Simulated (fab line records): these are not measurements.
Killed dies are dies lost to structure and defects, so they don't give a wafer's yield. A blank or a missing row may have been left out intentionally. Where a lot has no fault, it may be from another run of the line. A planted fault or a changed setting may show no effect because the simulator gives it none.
What tool caused it?	flow n5 finfet	11 lots, 33 wafers sampled, at 5 steps of a route of 1938

== WHAT THE GAUGES READ, wafer by wafer ==
N5_BEOL_M4_RC_MEAS_101. Usual: DIBL_N 36.4 mV/V, standard deviation 2; DIBL_P 36.1 mV/V, standard deviation 2.5; IOFF_N 0.16 nA/um, standard deviation 0.037; IOFF_P 0.20 nA/um, standard deviation 0.038; ION_N 670 uA/um, standard deviation 13; ION_P 459 uA/um, standard deviation 8.3; SS_N 71.6 mV/dec, standard deviation 0.69; SS_P 73.3 mV/dec, standard deviation 0.72; VT_N 250 mV, standard deviation 3.4; VT_P -251 mV, standard deviation 3.1.
lot	measured	on	DIBL_N (mV/V)	DIBL_P (mV/V)	IOFF_N (nA/um)	IOFF_P (nA/um)	ION_N (uA/um)	ION_P (uA/um)	SS_N (mV/dec)	SS_P (mV/dec)	VT_N (mV)	VT_P (mV)	flag
L838	day 7 17:26	prober-02	39.2 33.8 36.4	38.6 32.0 34.3	0.21 0.11 0.15	0.27 0.17 0.18	693 647 690	473 453 470	71.8 70.6 71.7	73.5 72.3 72.8	244 255 250	-246 -253 -251	
L841	day 8 11:45	prober-01	34.5 36.0 32.3	33.9 36.7 32.2	0.12 0.16 0.10	0.16 0.21 0.14	665 681 654	454 467 457	71.7 72.5 70.5	72.6 72.8 71.8	255 247 256	-255 -249 -255	
L842	day 8 22:14	prober-01	34.4 32.4 35.2	35.5 31.9 36.7	0.13 0.10 0.15	0.21 0.16 0.22	640 650 673	448 450 462	71.0 69.9 70.7	73.1 72.2 72.9	254 256 248	-250 -253 -248	
L846	day 9 15:30	prober-01	36.6 36.1 34.6	35.8 34.4 32.6	0.15 0.14 0.13	0.22 0.21 0.18	653 664 661	456 462 461	71.7 70.7 70.5	72.9 72.8 73.0	252 250 252	-248 -249 -251	
L847	day 10 03:38	prober-02	36.4 39.9 38.9	36.5 38.3 39.8	0.15 0.24 0.22	0.20 0.22 0.28	657 651 679	457 447 466	71.6 74.4 71.7	73.8 73.4 73.7	252 249 246	-250 -252 -245	
L855	day 12 07:19	prober-02	37.8 38.4 37.0	36.1 36.1 35.6	0.15 0.17 0.15	0.22 0.22 0.22	676 679 685	467 465 476	72.1 72.0 71.7	73.2 73.1 73.2	249 250 249	-249 -248 -250	
L854	day 12 15:23	prober-01	38.5 34.5 37.0	37.5 32.4 36.0	0.20 0.12 0.15	0.24 0.15 0.21	675 657 662	458 453 451	72.3 70.6 71.0	73.6 73.1 73.9	247 256 250	-248 -257 -251	
L857	day 12 15:27	prober-02	39.0 34.5 33.6	40.1 34.5 33.7	0.21 0.12 0.11	0.25 0.16 0.15	684 657 654	464 454 450	72.2 71.0 71.1	73.8 72.7 72.6	248 255 255	-249 -255 -254	
L859	day 13 12:19	prober-02	35.4 37.1 35.8	36.3 36.9 36.5	0.14 0.15 0.14	0.18 0.18 0.18	678 657 663	464 441 458	70.8 71.9 71.3	73.9 73.3 73.5	252 253 250	-254 -256 -256	
L860	day 13 16:30	prober-01	36.7 37.6 35.3	36.9 36.4 34.9	0.18 0.17 0.13	0.19 0.18 0.17	676 668 651	455 445 452	71.4 71.6 70.8	74.0 73.9 72.3	246 247 251	-254 -255 -256	
L861	day 14 01:40	prober-01	36.2 37.2 38.3	36.3 37.4 38.5	0.15 0.18 0.20	0.22 0.22 0.26	688 674 703	473 459 484	71.5 72.4 71.7	73.5 74.0 73.7	248 249 243	-250 -252 -248	

== WHICH TOOL RAN EACH LOT (tool, then ch and the chambers of the sampled wafers, then the start) ==
lot	N5_BEOL_M4_DEGAS_44	N5_BEOL_M4_PRE_CLEAN_45	N5_BEOL_M4_ANNEAL_49	N5_BEOL_M4_SPUTTER_94
L838	pvd sputter-01, day 7 13:37	pvd sputter-01, day 7 13:40	pvd sputter-03, day 7 14:20	pvd sputter-03, day 7 15:48
L841	pvd sputter-02, day 8 08:11	pvd sputter-02, day 8 08:14	pvd sputter-03, day 8 08:49	pvd sputter-03, day 8 10:17
L842	pvd sputter-02, day 8 18:15	pvd sputter-02, day 8 18:17	pvd sputter-02, day 8 19:09	pvd sputter-02, day 8 20:37
L846	pvd sputter-02, day 9 11:37	pvd sputter-02, day 9 11:40	pvd sputter-01, day 9 12:29	pvd sputter-01, day 9 13:57
L847	pvd sputter-03, day 9 23:54	pvd sputter-03, day 9 23:56	pvd sputter-02, day 10 00:40	pvd sputter-02, day 10 02:07
L855	pvd sputter-02, day 12 03:04	pvd sputter-02, day 12 03:06	pvd sputter-03, day 12 03:58	pvd sputter-03, day 12 05:26
L854	pvd sputter-03, day 12 11:32	pvd sputter-03, day 12 11:35	pvd sputter-01, day 12 12:11	pvd sputter-01, day 12 13:38
L857	pvd sputter-02, day 12 11:44	pvd sputter-02, day 12 11:47	pvd sputter-03, day 12 12:22	pvd sputter-03, day 12 13:50
L859	pvd sputter-03, day 13 08:17	pvd sputter-03, day 13 08:20	pvd sputter-01, day 13 08:58	pvd sputter-01, day 13 10:25
L860	pvd sputter-02, day 13 12:18	pvd sputter-02, day 13 12:20	pvd sputter-01, day 13 13:18	pvd sputter-01, day 13 14:46
L861	pvd sputter-02, day 13 21:38	pvd sputter-02, day 13 21:41	pvd sputter-01, day 13 22:26	pvd sputter-01, day 13 23:53
- N5_BEOL_M4_DEGAS_44: time 60 s.
- N5_BEOL_M4_PRE_CLEAN_45: time 30 s.
- N5_BEOL_M4_ANNEAL_49: time 240 s.
- N5_BEOL_M4_SPUTTER_94: material Cu, target thk 4.5 nm, time 8.29 s.

== WHAT THE TOOLS THEMSELVES READ (means of the sampled wafers that have a number; where no wafer has one, the mark that the record gives instead) ==
N5_BEOL_M4_DEGAS_44. Usual: heater power w at 338 W, with a standard deviation of 31.
lot	tool	heater power w (W)	flag
L838	pvd sputter-01	267	
L841	pvd sputter-02	349	
L842	pvd sputter-02	359	
L846	pvd sputter-02	349	
L847	pvd sputter-03	331	
L855	pvd sputter-02	371	
L854	pvd sputter-03	351	
L857	pvd sputter-02	358	
L859	pvd sputter-03	334	
L860	pvd sputter-02	363	
L861	pvd sputter-02	350	

N5_BEOL_M4_PRE_CLEAN_45. Usual: heater power w at 339 W, with a standard deviation of 31.
lot	tool	heater power w (W)	flag
L838	pvd sputter-01	268	
L841	pvd sputter-02	350	
L842	pvd sputter-02	358	
L846	pvd sputter-02	350	
L847	pvd sputter-03	330	
L855	pvd sputter-02	376	
L854	pvd sputter-03	341	
L857	pvd sputter-02	353	
L859	pvd sputter-03	333	
L860	pvd sputter-02	362	
L861	pvd sputter-02	346	

N5_BEOL_M4_ANNEAL_49. Usual: heater power w at 820 W, with a standard deviation of 84.
lot	tool	heater power w (W)	flag
L838	pvd sputter-03	869	
L841	pvd sputter-03	843	
L842	pvd sputter-02	892	
L846	pvd sputter-01	724	
L847	pvd sputter-02	878	
L855	pvd sputter-03	804	
L854	pvd sputter-01	739	
L857	pvd sputter-03	872	
L859	pvd sputter-01	733	
L860	pvd sputter-01	727	
L861	pvd sputter-01	775	

N5_BEOL_M4_SPUTTER_94. Usual: chamber pressure pa 0.07001 Pa, standard deviation 0.00014; chuck gas flow sccm 1.26 sccm, standard deviation 0.052; throttle valve pct 30.4 %, standard deviation 1.3.
lot	tool	chamber pressure pa (Pa)	chuck gas flow sccm (sccm)	throttle valve pct (%)	flag
L838	pvd sputter-03	0.07007	1.23	31.1	
L841	pvd sputter-03	0.06998	1.27	31.4	
L842	pvd sputter-02	0.07002	1.27	30.0	
L846	pvd sputter-01	-	-	-	OFF
L847	pvd sputter-02	-	-	-	OFF
L855	pvd sputter-03	0.07006	1.21	31.5	
L854	pvd sputter-01	0.06998	1.24	29.4	
L857	pvd sputter-03	0.06994	1.24	31.3	
L859	pvd sputter-01	0.07003	1.26	29.4	
L860	pvd sputter-01	0.07002	1.31	29.4	
L861	pvd sputter-01	0.06987	1.24	29.0	

== THE ANSWER, worked out from the rows above alone ==
Rule: a lot is off if the mean of its wafers that have a number lies more than 3 standard deviations from the usual mean. Also off: a lot with no number at a reading for which 4 or more lots have one. Any other lot the step has rows for is counted as sound. After the gauges, taken in route order, come the tools' own readings; for these a lot's mean is taken, as printed above. At the first step where some lot is off, the reading lying furthest off is the one used; lots without a number count as furthest.
Off, at N5_BEOL_M4_SPUTTER_94 on chamber pressure pa: L846, L847. Without a number there: L846, L847.
If a tool, at that step or one of the process steps before it, ran each lot that is off and ran no sound lot following the first of them, it fits. None of those tried fits.

== WHAT THE SIMULATOR HAD PUT IN ==
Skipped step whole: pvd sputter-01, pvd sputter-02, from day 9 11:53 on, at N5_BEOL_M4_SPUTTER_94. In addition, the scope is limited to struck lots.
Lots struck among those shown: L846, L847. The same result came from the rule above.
